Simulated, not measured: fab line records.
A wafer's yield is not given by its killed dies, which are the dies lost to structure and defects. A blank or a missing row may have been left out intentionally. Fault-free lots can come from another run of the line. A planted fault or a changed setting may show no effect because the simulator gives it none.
A lot that was struck, set against a sound lot ; flow n5-finfet ; 13 out of 1938 route steps
Sound: wafers L853.4, L853.5, L853.6. The struck wafers were L868.2, L868.4, L868.5. Last of all comes the cause.
Order at every step that has rows: each side's tool, ch and its chambers, its first start. Under that, the readings that differ: sound wafers ; struck wafers ; difference of the means ; sigmas: that difference in standard deviations of wafers without a fault.
alike: readings with means less than 2 such deviations apart, plus words and numbers identical on both sides. not compared: withheld readings, readings lacking a value on some wafer, bounds such as >300 that could conceal the same value, and numbers that have no deviation in the record and whose values overlap.
The two part at a step that has a row with sigmas, a row that says differs or no value, or rows on one side only. When numbers do not overlap yet have no deviation, they are printed without sigmas and do not part them. A reading that every wafer of one side lacks parts them only if that side has two wafers or more.

N5_MOL_CONTACT_COAG_CO_FILL_22: material Co, precursor CCTBA/H2, target thk 20 nm.
  sound on cvd-co-01 ch 0,1,2, day 4 19:47; struck on cvd-co-01 ch 0,1,2, day 8 15:33
  alike: heater-power-w
N5_MOL_CONTACT_COAG_ANNEAL_113: time 300 s.
  sound on rtp-anneal-01 ch 0, day 4 21:02; struck on rtp-anneal-02 ch 0, day 8 16:26
reading;sound;struck;difference;sigmas
lamp-power-pct (%);2.31 2.31 2.31;2.94 2.94 2.94;+0.63;+2
  alike: wafer_temp_C_max
then, 1 step without rows for these wafers: N5_MOL_CONTACT_COAG_PRE_CLEAN_142 (time 60 s).
N5_MOL_CONTACT_COAG_SPUTTER_130: material Co, target thk 47.5 nm.
  struck on pvd-sputter-01, day 8 18:07; sound on pvd-sputter-02, day 4 22:13
  alike: throttle-valve-pct
then, 2 steps without rows for these wafers: N5_MOL_CONTACT_COAG_PRECLEAN_125 (cleans in DIW, time 57.5 s); N5_MOL_CONTACT_COAG_SRD_126 (dry time 32 s).
N5_MOL_CONTACT_COAG_CMP_23: polishes, stops on SiO2, t overpolish 1.5 s, target thk 0 nm.
  sound on cmp-01 ch 0,3, day 4 22:26; struck on cmp-02 ch 0,1,3, day 8 18:22
reading;sound;struck;difference;sigmas
time-to-endpoint-s (s);14.3 12.2 11.6;9.0 7.3 5.6;-5.4;-3
  alike: motor-current-A, overpolish-run-s, platen-rpm
then, 2 steps without rows for these wafers: N5_MOL_CONTACT_COAG_WET_ETCH_26 (target Co, target depth 13 nm); N5_MOL_CONTACT_COAG_WET_ETCH_116 (etches the open film in SC1-inhibited, target depth 4.6 nm, rinse time 30 s).
N5_MOL_CONTACT_COAG_ALD_27: deposits SiOC, target thk 17 nm, pulse time 1.5 s, time 2720 s.
  sound on ald-sin-03 ch 1,2,3, day 5 01:03; struck on ald-sin-01 ch 0,2,3, day 8 20:49
  alike: heater-power-w, precursor-pulse-height-rel
N5_MOL_CONTACT_COAG_CMP_28: polishes, stops on SiNx, t overpolish 0.85 s, target thk 14.522 nm.
  sound on cmp-01 ch 0,1, day 5 02:39; struck on cmp-01 ch 0,2, day 8 22:23
reading;sound;struck;difference;sigmas
platen-rpm (rpm);51.79 51.76 51.80;49.72 49.69 49.70;-2.08;-63
time-to-endpoint-s (s);7.9 7.3 7.7;3.5 4.5 3.7;-3.7;-2
  alike: motor-current-A
N5_MOL_CONTACT_COAG_THK_MEAS_29:
  struck on film-metro-01, day 8 22:41; sound on film-metro-02, day 5 02:55
  alike: MD_CAP_THK
-- the record jumps here: 3 days lie between the struck wafers' starts before and after (it left off in module MOL_CONTACT_COAG and takes up again in module BEOL_M4, whose first step shown is number 1111 of the route) --
N5_BEOL_M4_RC_MEAS_101:
  sound on prober-02 ch 0, day 8 00:20; struck on prober-02 ch 0, day 11 13:17
  alike: DIBL_N, DIBL_P, IOFF_N, IOFF_P, ION_N, ION_P, SS_N, SS_P, VT_N, VT_P

WHERE THEY PART
At N5_MOL_CONTACT_COAG_ANNEAL_113 first; at N5_MOL_CONTACT_COAG_CMP_28 last (within this record only). Later steps at which nothing parts them and some readings are alike: N5_MOL_CONTACT_COAG_THK_MEAS_29, N5_BEOL_M4_RC_MEAS_101.

WHY: what had been put in by the simulator
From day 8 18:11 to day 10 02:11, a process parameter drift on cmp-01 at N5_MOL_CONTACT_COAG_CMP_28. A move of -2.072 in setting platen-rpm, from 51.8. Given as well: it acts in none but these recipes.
